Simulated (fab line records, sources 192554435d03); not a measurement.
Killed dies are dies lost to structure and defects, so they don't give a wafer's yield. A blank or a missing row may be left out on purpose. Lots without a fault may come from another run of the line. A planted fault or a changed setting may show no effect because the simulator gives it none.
Problem report in the 8D (eight disciplines) form, filled by code | flow n5_finfet | the parts of the form that need people (team, actions taken, sign-off) are left out

1. THE PROBLEM
killed_at_M4_up at N5_PASSIVATION_PROBE_49 reads a mean of 138 on 2 wafers of 1 lot; wafers without a fault read 15 with a standard deviation of 6.2. That is +20 standard deviations from the usual mean.
First seen on wafer L654.3, day 17 04:56, on prober-02. The record holds 33 wafers of 11 lots with a number at this step. Rule for "out", or "out of limits": more than 4 standard deviations from the usual mean. The other wafers with a number count as sound.

2. WHAT IT IS AND WHAT IT IS NOT
question                    | is                                                                                                   | is not
which readings at this step | killed_at_M4_up, defect_limited_yield, killed_dies, sort_bin_5_function, sort_n_pass, sort_yield_pct | killed_at_M0_to_M3, killed_at_contacts, killed_at_front_end, killed_at_other, killed_open, killed_short, sort_bin_6_memory
which lots                  | L654                                                                                                 | L641, L642, L643, L645, L647, L648, L649, L660, L661, L662
which wafers of those lots  | L654.3, L654.4                                                                                       | L654.2
read on which tools         | prober-02                                                                                            | prober-01
when                        | from day 17 04:56                                                                                    | up to then (22 sound wafers); but 9 sound wafers of L660, L661, L662 came after

3. SUSPECTS, AND WHAT RULES EACH OUT
Counting: a tool at a process step up to the reading stays a suspect if it ran every lot that is out. Sound lots after the first of them don't rule it out here, since some wafers of a struck lot are sound.
- rie_diel-06 at N5_BEOL_M13_TRENCH_ETCH_34 (etches SiOC in C4F8/O2/Ar, target depth 413.47 nm, time 162.6 s): kept. It ran the lot that is out, L654 (day 15 21:20); its last sound lot up to then is L648 (day 13 22:02).
- pvd_sputter-02 at N5_PASSIVATION_AL_DEP_21 (deposits Al, target thk 2800 nm, time 170 s): kept. It ran the lot that is out, L654 (day 16 23:20).
- rie_diel-03 at N5_PASSIVATION_STRIP_48 (strips in O2): kept. It ran the lot that is out, L654 (day 17 02:20); its last sound lot up to then is L649 (day 15 00:30).
- prober-02 at N5_PASSIVATION_PROBE_49: kept. It ran the lot that is out, L654 (day 17 04:53); its last sound lot up to then is L649 (day 15 04:22). Its own readings are out on those wafers: defect_limited_yield, killed_at_M4_up, killed_dies, sort_bin_5_function, sort_n_pass, sort_yield_pct.
- Within rie_diel-06 at N5_BEOL_M13_TRENCH_ETCH_34: the wafers that are out ran in chamber 2; their sound lot-mates ran in chamber 1.
- Within rie_diel-03 at N5_PASSIVATION_STRIP_48: the wafers that are out ran in chambers 1, 3; their sound lot-mates ran in chamber 0.
Left after counting: rie_diel-06 at N5_BEOL_M13_TRENCH_ETCH_34, pvd_sputter-02 at N5_PASSIVATION_AL_DEP_21, rie_diel-03 at N5_PASSIVATION_STRIP_48, prober-02 at N5_PASSIVATION_PROBE_49.

4. THE CAUSE (what the simulator had put in)
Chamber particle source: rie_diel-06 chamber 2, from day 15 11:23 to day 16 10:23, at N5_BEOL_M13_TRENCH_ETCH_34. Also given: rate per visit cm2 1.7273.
Counting left 4 suspects, and this tool is among them.

5. THE CHAIN OF EFFECTS, in route order
Each row: a reading whose mean over the struck wafers that have a number lies more than 3 standard deviations from the usual. Only readings for which the record gives a usual standard deviation are gone through. hours: the time from each lot's start at the first step in this table that gives one to its start at this step, as a median over the lots. sigmas: the change in usual standard deviations.
hours | step                    | reading              | usual  | on struck wafers | change | sigmas
0     | N5_PASSIVATION_PROBE_49 | defect_limited_yield | 91.3 % | 81.9             | -9.4   | -6.7
0     | N5_PASSIVATION_PROBE_49 | killed_at_M4_up      | 15     | 138              | +124   | +20
0     | N5_PASSIVATION_PROBE_49 | killed_dies          | 102    | 214              | +112   | +6.6
0     | N5_PASSIVATION_PROBE_49 | killed_on_rim        | 13     | 30               | +16    | +4.0
0     | N5_PASSIVATION_PROBE_49 | sort_bin_5_function  | 5.1 %  | 10.8             | +5.7   | +6.5
0     | N5_PASSIVATION_PROBE_49 | sort_n_pass          | 1078   | 966              | -112   | -6.6
0     | N5_PASSIVATION_PROBE_49 | sort_yield_pct       | 91.3 % | 81.9             | -9.4   | -6.7
The process steps in it:
- N5_PASSIVATION_PROBE_49

6. WHAT WOULD HAVE CAUGHT IT SOONER
In this record the first reading out of limits was taken at day 17 04:56, 42 hours after the fault began at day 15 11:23.
Of the tool readings at N5_BEOL_M13_TRENCH_ETCH_34 for which the record gives a usual standard deviation, none was out on any struck wafer, so an alarm limit of 4 standard deviations on them would not have fired.
All the lots that are out (1) had begun N5_BEOL_M13_TRENCH_ETCH_34 on rie_diel-06 by day 17 04:56. A hold on the tool at that time would have spared none of them.
